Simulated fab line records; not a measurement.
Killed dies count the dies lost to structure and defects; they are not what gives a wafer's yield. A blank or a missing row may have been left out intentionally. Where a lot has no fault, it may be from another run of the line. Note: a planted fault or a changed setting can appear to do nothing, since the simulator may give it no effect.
Code-filled problem report in 8D (eight disciplines) form -- flow n5_finfet -- the parts of the form that need people (team, actions taken, sign-off) are left out

== 1. THE PROBLEM ==
bias_w at N5_MOL_CONTACT_COAG_ETCH_105 reads a mean of 29.30 W on 1 wafer of 1 lot; wafers without a fault read 36.01 W with a standard deviation of 0.12. That puts it -56 standard deviations away from the usual mean.
The step: etches SiARC in CF4, target depth 15.6 nm, time 26 s.
The first sign was on wafer L650.2 at day 8 14:08, on rie_diel-01. The record holds 36 wafers of 12 lots with a number at this step. Rule for "out" (also "out of limits"): further than 4 standard deviations from the usual mean. The rest of the wafers with a number are treated as sound.

== 2. WHAT IT IS; WHAT IT IS NOT ==
question,is,is not
which readings at this step,"bias_w, rf_vpp_V","drypump_motor_current_A, oes_product_au, showerhead_plenum_p_Torr, throttle_valve_pct"
which lots,L650,"L634, L639, L640, L641, L642, L643, L645, L652, L653, L656, L657"
which wafers of those lots,L650.2,"L650.1, L650.4"
read on which tools,rie_diel-01,"rie_diel-03, rie_diel-04"
when,from day 8 14:08,"up to then (23 sound wafers); but 12 sound wafers of L652, L653, L656, L657 came after"

== 3. WHAT RULES OUT EACH SUSPECT ==
Counting: any tool at a process step up to the reading remains a suspect provided it ran every lot that is out. Sound lots after the first of them don't rule it out here, since some wafers of a struck lot are sound.
- cmp-02 at N5_GATE_CUT_CMP_43 (polishes SiO2): kept. It ran the lot that is out, L650 (day 8 12:49); its last sound lot up to then is L645 (day 7 10:44).
- cmp-02 at N5_GATE_CUT_CMP_61 (polishes, stops on SiNx, t overpolish 3 s): kept. It ran the lot that is out, L650 (day 8 13:18); its last sound lot up to then is L645 (day 7 11:13).
- rie_diel-01 at N5_MOL_CONTACT_COAG_ETCH_105 (etches SiARC in CF4, target depth 15.6 nm, time 26 s): kept. It ran the lot that is out, L650 (day 8 14:08); its last sound lot up to then is L645 (day 7 12:32). Its own bias_w, rf_vpp_V readings are out on those wafers.
- In cmp-02 at N5_GATE_CUT_CMP_43, the wafers that are out were processed in chamber 1 and their sound lot-mates in chambers 0, 2.
- In cmp-02 at N5_GATE_CUT_CMP_61, the wafers that are out were processed in chamber 1 and their sound lot-mates in chambers 0, 2.
- In rie_diel-01 at N5_MOL_CONTACT_COAG_ETCH_105, the wafers that are out were processed in chamber 2 and their sound lot-mates in chambers 1, 3.
Left after counting: cmp-02 at N5_GATE_CUT_CMP_43, cmp-02 at N5_GATE_CUT_CMP_61, rie_diel-01 at N5_MOL_CONTACT_COAG_ETCH_105.

== 4. THE CAUSE (what the simulator had put in) ==
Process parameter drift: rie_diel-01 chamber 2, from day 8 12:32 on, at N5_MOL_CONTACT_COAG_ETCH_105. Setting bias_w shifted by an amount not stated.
After counting, 3 suspects remain, this tool included.

== 5. THE EFFECT CHAIN, in route order ==
Rows list readings where the struck wafers' mean (over those with a number) sits beyond 3 standard deviations from the usual. Readings are gone through only where the record gives a usual standard deviation; hours: the median, over the lots, of the time from a lot's start at the first step in this table giving one to that lot's start at this step; sigmas: the change measured in usual standard deviations.
hours,step,reading,usual,on struck wafers,change,sigmas
0,N5_MOL_CONTACT_COAG_ETCH_105,bias_w,36.01 W,29.30,-6.71,-56
0,N5_MOL_CONTACT_COAG_ETCH_105,rf_vpp_V,183.9 V,158.6,-25.3,-23
Process steps it contains:
- N5_MOL_CONTACT_COAG_ETCH_105: etches SiARC in CF4, target depth 15.6 nm, time 26 s.

== 6. HOW IT WOULD HAVE BEEN CAUGHT EARLIER ==
In this record no reading fell out of limits until day 8 14:08, 2 hours after the fault had begun at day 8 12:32.
